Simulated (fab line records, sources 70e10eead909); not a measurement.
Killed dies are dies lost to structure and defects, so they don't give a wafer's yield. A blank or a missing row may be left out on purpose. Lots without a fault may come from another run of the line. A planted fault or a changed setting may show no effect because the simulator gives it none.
Which tool did it? | flow nand_harc | 11 lots, 30 wafers sampled, at 9 steps of a route of 1302

WHAT THE GAUGES READ, wafer by wafer
NHARC_A_CHANNEL_HOLE_D2_CD_MEAS_10: target cd 100 nm.
lot  | measured     | on        | cd_nm (nm)
L102 | day 14 03:35 | cd_sem-01 | 98.8 99.4 98.7
L111 | day 17 02:36 | cd_sem-01 | 99.7 91.3
L110 | day 17 03:55 | cd_sem-02 | 99.3 91.6
L112 | day 18 03:11 | cd_sem-01 | 98.5 91.4
L113 | day 18 03:34 | cd_sem-01 | 100.2 100.8 100.8
L115 | day 19 22:59 | cd_sem-01 | 100.3 100.4 99.7
L116 | day 19 23:21 | cd_sem-01 | 100.2 99.3 99.6
L120 | day 21 12:35 | cd_sem-03 | 100.2 100.4 100.2
L122 | day 22 07:20 | cd_sem-03 | 99.7 100.2 99.9
L123 | day 22 08:17 | cd_sem-01 | 100.3 100.2 100.3
L124 | day 22 16:15 | cd_sem-02 | 99.4 99.6 98.8

NHARC_A_CHANNEL_HOLE_D2_CD_MEAS_18.
lot  | measured     | on        | cd_nm (nm)
L102 | day 14 04:53 | cd_sem-03 | 98.0 95.3 99.8
L111 | day 17 03:54 | cd_sem-03 | 99.4 89.6
L110 | day 17 05:29 | cd_sem-02 | 96.6 87.1
L112 | day 18 04:29 | cd_sem-01 | 97.8 86.6
L113 | day 18 05:04 | cd_sem-03 | 97.5 99.1 98.2
L115 | day 20 00:16 | cd_sem-03 | 100.7 102.6 97.9
L116 | day 20 00:38 | cd_sem-02 | 98.1 100.2 95.6
L120 | day 21 13:53 | cd_sem-03 | 96.8 97.0 98.8
L122 | day 22 08:37 | cd_sem-01 | 98.8 102.7 101.0
L123 | day 22 09:35 | cd_sem-03 | 97.2 99.1 96.4
L124 | day 22 17:33 | cd_sem-01 | 98.3 97.7 100.3

NHARC_A_CHANNEL_HOLE_D2_CD_MEAS_31.
lot  | measured     | on        | cd_nm (nm)
L102 | day 14 10:29 | cd_sem-03 | 88.3 90.0 87.3
L111 | day 17 17:20 | cd_sem-03 | 88.6 82.4
L110 | day 17 20:04 | cd_sem-01 | 89.8 81.8
L112 | day 18 10:07 | cd_sem-03 | 90.6 83.4
L113 | day 18 10:40 | cd_sem-02 | 91.1 90.0 91.4
L115 | day 20 05:50 | cd_sem-03 | 88.7 86.3 90.3
L116 | day 20 08:29 | cd_sem-02 | 91.4 87.8 87.4
L120 | day 21 19:28 | cd_sem-03 | 89.3 89.6 88.2
L122 | day 22 14:13 | cd_sem-02 | 91.1 90.4 91.3
L123 | day 22 15:10 | cd_sem-03 | 89.1 88.4 87.5
L124 | day 22 23:20 | cd_sem-01 | 89.4 91.7 90.2

NHARC_END_SORT_01.
lot  | measured     | on        | killed_at_array | killed_at_other | killed_at_periphery | killed_dies | killed_open | killed_short
L111 | day 29 06:32 | prober-01 | 57              | 0               | 4                   | 61          | 3           | 1
L112 | day 29 16:35 | prober-02 | 50              | 0               | 3                   | 53          | 3           | 3

WHICH TOOL RAN EACH LOT (tool, then ch and the chambers of the sampled wafers, then the start)
lot  | NHARC_A_CHANNEL_HOLE_D2_DEP_01  | NHARC_A_CHANNEL_HOLE_D2_PEB_08    | NHARC_A_CHANNEL_HOLE_D2_ETCH_22  | NHARC_A_CHANNEL_HOLE_D2_ETCH_27  | NHARC_A_CHANNEL_HOLE_D2_XSEM_32
L102 | pecvd-03 ch 0,1,2, day 14 02:54 | litho_track-06 ch 0, day 14 03:31 | har_etch-02 ch 0,1, day 14 06:06 | har_etch-02 ch 0,1, day 14 09:01 | xsem-02 ch 0, day 14 10:34
L111 | pecvd-03 ch 1,2, day 17 01:56   | litho_track-06 ch 0, day 17 02:31 | har_etch-01 ch 1, day 17 12:41   | har_etch-01 ch 1, day 17 15:48   | xsem-01 ch 0, day 17 17:25
L110 | pecvd-04 ch 0,1, day 17 03:20   | litho_track-06 ch 0, day 17 03:50 | har_etch-02 ch 0,1, day 17 15:37 | har_etch-02 ch 0,1, day 17 18:34 | xsem-02 ch 0, day 17 20:09
L112 | pecvd-04 ch 0,1, day 18 02:31   | litho_track-06 ch 0, day 18 03:06 | har_etch-02 ch 0,1, day 18 05:25 | har_etch-02 ch 0,1, day 18 08:34 | xsem-02 ch 0, day 18 10:13
L113 | pecvd-04 ch 1,2, day 18 02:50   | litho_track-01 ch 0, day 18 03:29 | har_etch-01 ch 0,1, day 18 05:59 | har_etch-01 ch 0,1, day 18 09:07 | xsem-01 ch 0, day 18 10:44
L115 | pecvd-02 ch 0,1,2, day 19 22:28 | litho_track-01 ch 0, day 19 22:54 | har_etch-01 ch 0,1, day 20 01:24 | har_etch-01 ch 0,1, day 20 04:21 | xsem-01 ch 0, day 20 05:56
L116 | pecvd-03 ch 0,2, day 19 22:38   | litho_track-01 ch 0, day 19 23:16 | har_etch-02 ch 0,1, day 20 04:01 | har_etch-02 ch 0,1, day 20 07:01 | xsem-02 ch 0, day 20 08:34
L120 | pecvd-02 ch 0,2, day 21 11:47   | litho_track-01 ch 0, day 21 12:30 | har_etch-02 ch 0,1, day 21 14:49 | har_etch-02 ch 0,1, day 21 17:55 | xsem-02 ch 0, day 21 19:33
L122 | pecvd-03 ch 0,2, day 22 06:35   | litho_track-06 ch 0, day 22 07:15 | har_etch-01 ch 0,1, day 22 09:34 | har_etch-01 ch 0,1, day 22 12:40 | xsem-01 ch 0, day 22 14:17
L123 | pecvd-02 ch 0,1,2, day 22 07:36 | litho_track-01 ch 0, day 22 08:13 | har_etch-02 ch 1, day 22 10:31   | har_etch-02 ch 1, day 22 13:37   | xsem-02 ch 0, day 22 15:16
L124 | pecvd-03 ch 1,2, day 22 15:39   | litho_track-06 ch 0, day 22 16:10 | har_etch-01 ch 0,1, day 22 18:29 | har_etch-01 ch 0,1, day 22 21:37 | xsem-01 ch 0, day 22 23:25
- NHARC_A_CHANNEL_HOLE_D2_DEP_01: deposits SiON, target thk 140 nm.
- NHARC_A_CHANNEL_HOLE_D2_PEB_08: peb time 65 s.
- NHARC_A_CHANNEL_HOLE_D2_ETCH_22: etches the open film in C4F8/O2/Ar, time 666.7 s, target depth 1600 nm.
- NHARC_A_CHANNEL_HOLE_D2_ETCH_27: etches the open film in C4F8/O2/Ar, time 90 s, target depth 400 nm.
- NHARC_A_CHANNEL_HOLE_D2_XSEM_32

WHAT THE TOOLS THEMSELVES READ (means of the sampled wafers that have a number; where no wafer has one, the mark that the record gives instead)
NHARC_A_CHANNEL_HOLE_D2_DEP_01.
lot  | tool     | heater_power_w (W) | showerhead_vpp_V (V)
L102 | pecvd-03 | 802                | 1210
L111 | pecvd-03 | 767                | 1186
L110 | pecvd-04 | 818                | 1177
L112 | pecvd-04 | 790                | 1163
L113 | pecvd-04 | 739                | 1154
L115 | pecvd-02 | 719                | 1168
L116 | pecvd-03 | 684                | 1241
L120 | pecvd-02 | 655                | 1200
L122 | pecvd-03 | 692                | 1221
L123 | pecvd-02 | 676                | 1188
L124 | pecvd-03 | 730                | 1197

NHARC_A_CHANNEL_HOLE_D2_PEB_08.
lot  | tool           | chill_plate_temp_C (C) | heater_power_total_W (W)
L102 | litho_track-06 | 22.97                  | 157.0
L111 | litho_track-06 | 23.02                  | 169.3
L110 | litho_track-06 | 23.05                  | 169.4
L112 | litho_track-06 | 23.16                  | 169.5
L113 | litho_track-01 | 22.95                  | 156.8
L115 | litho_track-01 | 23.07                  | 157.0
L116 | litho_track-01 | 23.05                  | 156.6
L120 | litho_track-01 | 22.98                  | 156.8
L122 | litho_track-06 | 22.94                  | 156.7
L123 | litho_track-01 | 23.17                  | 156.4
L124 | litho_track-06 | 22.93                  | 157.0

NHARC_A_CHANNEL_HOLE_D2_ETCH_22.
lot  | tool        | drypump_motor_current_A (A) | oes_air_line_au (a.u.) | showerhead_plenum_p_Torr (Torr) | throttle_valve_pct (%)
L102 | har_etch-02 | 5.49                        | 0.979                  | 3.73                            | 32.149
L111 | har_etch-01 | 5.66                        | 0.982                  | 3.67                            | 32.142
L110 | har_etch-02 | 5.57                        | 0.994                  | 3.71                            | 32.168
L112 | har_etch-02 | 5.54                        | 0.986                  | 3.71                            | 32.151
L113 | har_etch-01 | 5.86                        | 0.992                  | 3.55                            | 32.150
L115 | har_etch-01 | 5.78                        | 1.030                  | 3.59                            | 32.159
L116 | har_etch-02 | 5.64                        | 0.997                  | 3.68                            | 32.171
L120 | har_etch-02 | 5.50                        | 0.979                  | 3.68                            | 32.158
L122 | har_etch-01 | 5.78                        | 1.009                  | 3.57                            | 32.162
L123 | har_etch-02 | 5.78                        | 1.014                  | 3.66                            | 32.155
L124 | har_etch-01 | 5.76                        | 0.995                  | 3.57                            | 32.159

NHARC_A_CHANNEL_HOLE_D2_ETCH_27.
lot  | tool        | bias_v (V) | drypump_motor_current_A (A) | oes_air_line_au (a.u.) | showerhead_plenum_p_Torr (Torr) | throttle_valve_pct (%)
L102 | har_etch-02 | 400        | 5.50                        | 1.009                  | 3.77                            | 27.618
L111 | har_etch-01 | 395        | 5.67                        | 0.972                  | 3.70                            | 27.623
L110 | har_etch-02 | 404        | 5.56                        | 1.014                  | 3.75                            | 27.622
L112 | har_etch-02 | 398        | 5.58                        | 0.984                  | 3.74                            | 27.616
L113 | har_etch-01 | 405        | 5.84                        | 1.014                  | 3.58                            | 27.623
L115 | har_etch-01 | 397        | 5.74                        | 1.023                  | 3.63                            | 27.622
L116 | har_etch-02 | 399        | 5.63                        | 1.003                  | 3.72                            | 27.624
L120 | har_etch-02 | 400        | 5.51                        | 0.985                  | 3.72                            | 27.631
L122 | har_etch-01 | 400        | 5.78                        | 1.001                  | 3.61                            | 27.616
L123 | har_etch-02 | 397        | 5.78                        | 1.016                  | 3.70                            | 27.624
L124 | har_etch-01 | 398        | 5.79                        | 0.990                  | 3.60                            | 27.624

NHARC_A_CHANNEL_HOLE_D2_XSEM_32.
lot  | tool    | bot_cd_nm (nm) | bow_nm (nm) | tilt_deg (degrees)
L102 | xsem-02 | 72.8           | 8.28        | 0.06
L111 | xsem-01 | 70.3           | 9.16        | 0.09
L110 | xsem-02 | 70.7           | 8.77        | 0.10
L112 | xsem-02 | 72.6           | 8.77        | 0.06
L113 | xsem-01 | 75.5           | 8.54        | 0.05
L115 | xsem-01 | 72.9           | 8.67        | 0.04
L116 | xsem-02 | 73.4           | 8.74        | 0.04
L120 | xsem-02 | 72.5           | 8.36        | 0.04
L122 | xsem-01 | 76.7           | 8.37        | 0.04
L123 | xsem-02 | 73.3           | 8.43        | 0.03
L124 | xsem-01 | 74.8           | 8.56        | 0.02

THE ANSWER, worked out from the rows above alone
Rule: what is usual is taken from the lots themselves. Put in order of their means at a reading, lots are off if they are a third of the lots or fewer, leave a main group of 4 or more, and stand apart from it by a gap of 3 or more times the standard deviation of the main group's means; of several such gaps the widest counts. A main group whose means are all the same, to the digits that the tables above print for the reading, isn't used. A lot without any number at a reading at which 4 lots or more have one is off too. The other lots that the step has rows for count as sound. The gauges are gone through in route order, then the tools' own readings, and for those a lot's mean is taken as printed above. The first step at which some lot is off is used, and at that step the reading that is off furthest; a lot without a number counts as furthest.
Off: L111, L110, L112, at NHARC_A_CHANNEL_HOLE_D2_CD_MEAS_10 (cd_nm). The main group: mean 99.9 nm, standard deviation 0.52.
A tool fits if, at a process step before that reading, it ran every lot that is off, and no sound lot after the first of them. The gauges at NHARC_A_CHANNEL_HOLE_D2_CD_MEAS_10 aren't tried: what is off there is off at NHARC_A_CHANNEL_HOLE_D2_PEB_08 too, on other tools, and a gauge's error can't cause that. None of those tried fits.

WHAT THE SIMULATOR HAD PUT IN
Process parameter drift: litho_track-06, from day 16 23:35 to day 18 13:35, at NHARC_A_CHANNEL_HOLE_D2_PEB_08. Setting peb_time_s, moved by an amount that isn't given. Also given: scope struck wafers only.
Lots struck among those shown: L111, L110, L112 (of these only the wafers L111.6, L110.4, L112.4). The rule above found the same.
